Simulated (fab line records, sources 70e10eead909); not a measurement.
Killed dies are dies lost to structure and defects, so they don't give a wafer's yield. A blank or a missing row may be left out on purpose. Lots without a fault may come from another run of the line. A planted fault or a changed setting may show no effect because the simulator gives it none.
Which tool did it? | flow nand_harc | 13 lots, 39 wafers sampled, at 4 steps of a route of 1159

WHAT THE GAUGES READ, wafer by wafer
NHARC_END_SORT_01.
lot  | measured     | on        | defect_limited_yield (%) | killed_at_array | killed_at_other | killed_at_periphery | killed_dies | killed_open | killed_short | sort_bin_2_pct (%) | sort_bin_3_pct (%) | sort_bin_4_pct (%) | sort_n_pass | sort_rim_yield_pct (%) | sort_yield_pct (%)
L734 | day 20 14:24 | prober-02 | 90.0 85.5 85.1           | 18 22 17        | 0 0 0           | 50 76 84            | 68 98 101   | 4 5 7       | 5 4 3        | 3.5 5.6 6.8        | 1.77 3.10 2.66     | 4.7 5.8 5.5        | 609 579 576 | 86.8 97.2 95.3         | 90.0 85.5 85.1
L737 | day 20 23:54 | prober-02 | 84.8 85.2 87.0           | 19 22 16        | 0 1 0           | 84 77 72            | 103 100 88  | 3 2 4       | 3 4 1        | 5.6 6.2 5.8        | 2.66 1.77 1.92     | 6.9 6.8 5.3        | 574 577 589 | 97.2 96.2 97.2         | 84.8 85.2 87.0

WHICH TOOL RAN EACH LOT (tool, then ch and the chambers of the sampled wafers, then the start)
lot  | NHARC_P_M2_PVD_21            | NHARC_A_M1_ETCH_35                 | NHARC_A_BONDPAD_DEP_00
L731 | pvd_sputter-01, day 6 07:11  | rie_diel-05 ch 0,2, day 18 04:40   | pecvd-03 ch 0,1, no start
L733 | pvd_sputter-03, day 6 21:31  | rie_diel-02 ch 0,2,3, day 18 16:47 | pecvd-02 ch 0,1,2, day 18 20:02
L735 | pvd_sputter-03, day 6 23:33  | rie_diel-10 ch 2,3, day 18 16:58   | pecvd-04 ch 1,2, day 18 20:08
L734 | pvd_sputter-03, day 7 00:23  | rie_diel-10 ch 0,1,3, day 19 02:07 | pecvd-02 ch 1,2, day 19 05:20
L737 | pvd_sputter-03, day 7 20:44  | rie_diel-05 ch 0,2, day 19 06:54   | pecvd-02 ch 0,1, day 19 10:17
L738 | pvd_sputter-01, day 8 01:34  | rie_diel-05 ch 0,1,3, day 19 08:07 | pecvd-03 ch 1,2, day 19 11:22
L747 | pvd_sputter-01, day 10 12:52 | rie_diel-02 ch 0,2,3, day 21 17:35 | pecvd-02 ch 0,1,2, day 21 20:49
L749 | pvd_sputter-01, day 10 18:07 | rie_diel-10 ch 0,2, day 22 09:26   | pecvd-03 ch 0,2, day 22 13:31
L748 | pvd_sputter-02, day 10 21:33 | rie_diel-05 ch 1,2,3, day 22 07:59 | pecvd-04 ch 0,1, day 22 11:22
L750 | pvd_sputter-02, day 10 23:37 | rie_diel-10 ch 0,1, day 22 22:07   | pecvd-04 ch 0,1,2, day 23 01:30
L751 | pvd_sputter-02, day 11 08:13 | rie_diel-10 ch 1,2, day 22 21:26   | pecvd-02 ch 0,1,2, day 23 00:44
L753 | pvd_sputter-02, day 11 14:49 | rie_diel-05 ch 0,3, day 22 23:29   | pecvd-02 ch 0,1, day 23 02:48
L754 | pvd_sputter-03, day 11 19:13 | rie_diel-02 ch 0,2,3, day 23 07:55 | pecvd-04 ch 0,1,2, day 23 11:07
- NHARC_P_M2_PVD_21: deposits Cu, target thk 30 nm, time 20.49 s.
- NHARC_A_M1_ETCH_35: etches the open film in N2/H2, target depth 40 nm, overetch 12 nm, time 43.94 s.
- NHARC_A_BONDPAD_DEP_00: deposits SiCN, target thk 250 nm.

WHAT THE TOOLS THEMSELVES READ (means of the sampled wafers that have a number; where no wafer has one, the mark that the record gives instead)
NHARC_P_M2_PVD_21.
lot  | tool           | throttle_valve_pct (%)
L731 | pvd_sputter-01 | 29.7
L733 | pvd_sputter-03 | 30.7
L735 | pvd_sputter-03 | 30.4
L734 | pvd_sputter-03 | 30.0
L737 | pvd_sputter-03 | 30.6
L738 | pvd_sputter-01 | 29.7
L747 | pvd_sputter-01 | 29.6
L749 | pvd_sputter-01 | 30.2
L748 | pvd_sputter-02 | 30.6
L750 | pvd_sputter-02 | 30.0
L751 | pvd_sputter-02 | 30.8
L753 | pvd_sputter-02 | 29.8
L754 | pvd_sputter-03 | 29.9

NHARC_A_M1_ETCH_35.
lot  | tool        | drypump_motor_current_A (A) | oes_product_au (a.u.) | rf_vpp_V (V) | showerhead_plenum_p_Torr (Torr) | throttle_valve_pct (%)
L731 | rie_diel-05 | 6.2                         | 0.997                 | 432.2        | 2.10                            | 14.174
L733 | rie_diel-02 | 5.6                         | 1.003                 | 429.6        | 2.01                            | 14.167
L735 | rie_diel-10 | 5.4                         | 1.001                 | 426.8        | 1.91                            | 14.166
L734 | rie_diel-10 | 5.2                         | 0.995                 | 428.4        | 1.97                            | 14.176
L737 | rie_diel-05 | 6.0                         | 0.998                 | 430.3        | 2.00                            | 14.168
L738 | rie_diel-05 | 6.0                         | 0.999                 | 430.9        | 2.05                            | 14.174
L747 | rie_diel-02 | 5.6                         | 1.007                 | 429.9        | 2.01                            | 14.162
L749 | rie_diel-10 | 5.6                         | 0.991                 | 429.9        | 2.02                            | 14.182
L748 | rie_diel-05 | 5.7                         | 0.996                 | 428.7        | 1.96                            | 14.167
L750 | rie_diel-10 | 5.0                         | 0.998                 | 428.1        | 1.97                            | 14.167
L751 | rie_diel-10 | 5.1                         | 0.997                 | 426.1        | 1.91                            | 14.170
L753 | rie_diel-05 | 6.1                         | 0.995                 | 433.0        | 2.14                            | 14.172
L754 | rie_diel-02 | 5.6                         | 1.003                 | 429.0        | 2.01                            | 14.168

NHARC_A_BONDPAD_DEP_00.
lot  | tool     | heater_power_w (W) | showerhead_vpp_V (V)
L731 | pecvd-03 | 626                | 1272
L733 | pecvd-02 | 587                | 1381
L735 | pecvd-04 | 532                | 1272
L734 | pecvd-02 | 629                | 1400
L737 | pecvd-02 | 607                | 1385
L738 | pecvd-03 | 576                | 1308
L747 | pecvd-02 | 610                | 1385
L749 | pecvd-03 | 616                | 1280
L748 | pecvd-04 | 464                | 1378
L750 | pecvd-04 | 495                | 1323
L751 | pecvd-02 | 582                | 1372
L753 | pecvd-02 | 514                | 1369
L754 | pecvd-04 | 505                | 1344

THE ANSWER, worked out from the rows above alone
Rule: what is usual is taken from the lots themselves. Put in order of their means at a reading, lots are off if they are a third of the lots or fewer, leave a main group of 4 or more, and stand apart from it by a gap of 3 or more times the standard deviation of the main group's means; of several such gaps the widest counts. A main group whose means are all the same, to the digits that the tables above print for the reading, isn't used. A lot without any number at a reading at which 4 lots or more have one is off too. The other lots that the step has rows for count as sound. The gauges are gone through in route order, then the tools' own readings, and for those a lot's mean is taken as printed above. The first step at which some lot is off is used, and at that step the reading that is off furthest; a lot without a number counts as furthest.
No lot is off at any reading shown: from this, nothing can be told.

WHAT THE SIMULATOR HAD PUT IN
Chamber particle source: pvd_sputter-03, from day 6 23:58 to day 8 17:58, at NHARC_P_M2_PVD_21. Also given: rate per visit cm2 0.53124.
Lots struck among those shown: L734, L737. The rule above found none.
